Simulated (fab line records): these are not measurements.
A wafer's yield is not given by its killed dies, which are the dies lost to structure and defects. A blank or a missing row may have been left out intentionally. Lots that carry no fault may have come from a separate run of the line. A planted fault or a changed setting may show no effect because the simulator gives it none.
Which of the tools did it? | flow n5_finfet | 36 wafers sampled from 12 lots at 1 step of a route of 1938

## WHAT THE GAUGES SHOWED, per wafer
N5_PMOS_HMC_CHANNEL_EPI_OVL_MEAS_10.
lot  | measured    | on         | PMOS_HMC_BLK_OVL (nm)
L075 | day 1 23:14 | overlay-02 | 0.9 -0.3 1.9
L077 | day 2 11:20 | overlay-02 | 0.0 -0.1 0.4
L079 | day 2 23:16 | overlay-02 | -0.2 0.1 0.9
L081 | day 3 11:02 | overlay-02 | 0.1 1.8 1.0
L083 | day 3 23:21 | overlay-02 | 0.9 1.9 1.2
L085 | day 4 10:56 | overlay-01 | 0.3 0.3 1.2
L087 | day 5 00:07 | overlay-02 | 1.0 -0.6 -1.5
L089 | day 5 11:16 | overlay-02 | 0.5 1.0 0.8
L091 | day 5 23:10 | overlay-01 | 0.7 -1.0 -0.2
L093 | day 6 12:04 | overlay-01 | -0.1 0.8 0.2
L095 | day 6 23:15 | overlay-02 | 1.0 1.0 0.7
L097 | day 7 11:08 | overlay-01 | -0.6 -0.4 0.2

## WHICH TOOL RAN EACH LOT (tool, then ch and the chambers of the sampled wafers, then the start)
Before these readings, the record contains no process step.

## THE ANSWER, worked out from the rows above alone
Rule: what is usual is taken from the lots themselves. The widest of any qualifying gaps counts: lots, ordered by their means at a reading, are off when they make up no more than a third of the lots, leave a main group of 4 or more, and stand apart from it by 3 or more times the standard deviation of that group's means. If all means in a main group match to the digits the tables above print for the reading, that group is not used. A lot without any number at a reading at which 4 lots or more have one is off too. Any other lot the step has rows for is counted as sound.
No lot is off on any of the readings shown, so nothing can be concluded from this.

## WHAT HAD BEEN PUT IN BY THE SIMULATOR
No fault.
